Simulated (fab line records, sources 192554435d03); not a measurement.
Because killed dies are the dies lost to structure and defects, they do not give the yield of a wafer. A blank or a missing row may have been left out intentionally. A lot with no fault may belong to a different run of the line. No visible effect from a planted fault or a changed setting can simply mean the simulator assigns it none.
A struck lot beside a sound one | flow n5-finfet | 15 out of 1938 route steps
Sound: the wafers L940.1, L940.3, L940.5. Struck: wafers L952.2, L952.3, L952.5. At the end, the cause is stated.
At each step with rows: each side's tool, then ch and its chambers, then its first start. Under that, the readings that differ: sound wafers | struck wafers | difference of the means | sigmas: that difference in standard deviations of wafers without a fault.
alike: readings with means less than 2 such deviations apart, plus words and numbers identical on both sides. not compared: withheld readings, readings lacking a value on some wafer, bounds such as >300 that could conceal the same value, and numbers that have no deviation in the record and whose values overlap.
The two part at a step that has a row with sigmas, a row that says differs or no value, or rows on one side only. Numbers that don't overlap but have no deviation are shown without sigmas and don't part them. A reading that every wafer of one side lacks parts them only if that side has two wafers or more.

N5_HKMG_FIN_ALD_21: deposits TiN, target thk 1.5 nm, pulse time 1 s, purge time 3 s.
  sound on ald-metal-02 ch 0,1, day 6 09:29; struck on ald-metal-03 ch 1,2, day 9 07:31
  alike: heater-power-w, precursor-pulse-height-rel
N5_HKMG_FIN_ALD_72: deposits W, target thk 2 nm, pulse time 1 s, purge time 2 s.
  sound on cvd-w-01 ch 0,1, day 6 09:51; struck on cvd-w-01 ch 0,1, day 9 07:53
  alike: heater-power-w, precursor-pulse-height-rel
then, 5 steps without rows for these wafers: N5_HKMG_FIN_W_FILL_22 (material W, target thk 60 nm, time 18.2 s); N5_HKMG_FIN_PRECLEAN_83 (cleans in DIW, time 57.5 s); N5_HKMG_FIN_SRD_84 (dry time 32 s); N5_HKMG_FIN_CMP_23 (polishes, stops on SiNx, t overpolish 10 s, target thk 46.326 nm); N5_HKMG_FIN_CMP_94 (polishes, stops on SiNx, t overpolish 4.7 s, target thk 43.299 nm).
N5_HKMG_FIN_INSPECT_28: inspects for defects (darkfield).
  sound on defect-inspect-01 at day 6 10:44; struck on defect-inspect-02 at day 9 08:49
  alike: raw-defect-count
then, 1 step without rows for these wafers: N5_GATE_CUT_ETCHBACK_00 (etches W in SF6/Cl2).
N5_GATE_CUT_ETCH_56: etches TiN in Cl2/Ar, target depth 21.6 nm.
  sound on rie-metal-01 ch 1, day 6 10:53; struck on rie-metal-01 ch 0, day 9 08:58
  alike: bias-w, chamber-pressure-mTorr, drypump-motor-current-A, oes_ar_750_au, oes-product-au, throttle-valve-pct
  not compared: rf-hours-counter-h
N5_GATE_CUT_ETCHBACK_30: etches TiN in Cl2/Ar, target depth 3 nm.
  sound on rie-metal-01 ch 1, day 6 10:59; struck on rie-metal-01 ch 0, day 9 09:04
  alike: bias-w, drypump-motor-current-A, oes_ar_750_au, oes-product-au, throttle-valve-pct
  not compared: rf-hours-counter-h
N5_GATE_CUT_VAPOR_ETCH_60: etches HfO2 in BCl3/Cl2.
  sound on rie-metal-01 ch 1, day 6 11:01; struck on rie-metal-01 ch 0, day 9 09:05
  no value came back on the struck wafers for drypump-motor-current-A (A), he-backside-leak-sccm (sccm), oes-product-au (a.u.); on the sound wafers drypump-motor-current-A (A) reads 6.1 6.1 6.1
N5_GATE_CUT_ETCH_58: etches SiNx in CH3F/O2, target depth 17 nm, time 128.6 s.
  sound on rie-diel-05 ch 1,2, day 6 11:04; struck on rie-diel-04 ch 2,3, day 9 09:08
  reading                         | sound          | struck         | difference | sigmas
  showerhead-plenum-p-Torr (Torr) | 1.93 1.97 1.93 | 2.07 2.14 2.14 | +0.17      | +2
  alike: CH3F_flow_sccm, O2_flow_sccm, bias-w, drypump-motor-current-A, oes-product-au, rf-vpp-V, throttle-valve-pct
  not compared: rf-hours-counter-h
-- a jump in the record: the struck wafers' starts before and after are 4 days apart (it breaks off in module GATE_CUT and resumes in module BEOL_M4, where the first step shown is number 1111 of the route) --
N5_BEOL_M4_RC_MEAS_101:
  sound on prober-02 ch 0, day 9 15:53; struck on prober-01 ch 0, day 13 12:56
  alike: DIBL_N, DIBL_P, IOFF_N, IOFF_P, ION_N, ION_P, SS_N, SS_P, VT_N, VT_P
N5_PASSIVATION_PROBE_49:
  rows exist in the record for the sound wafers here (prober-01, day 14 02:12), none for the struck ones

## WHERE THEY PART
Earliest at N5_GATE_CUT_VAPOR_ETCH_60; latest, in this record, at N5_PASSIVATION_PROBE_49.

WHY: what the simulator had put in
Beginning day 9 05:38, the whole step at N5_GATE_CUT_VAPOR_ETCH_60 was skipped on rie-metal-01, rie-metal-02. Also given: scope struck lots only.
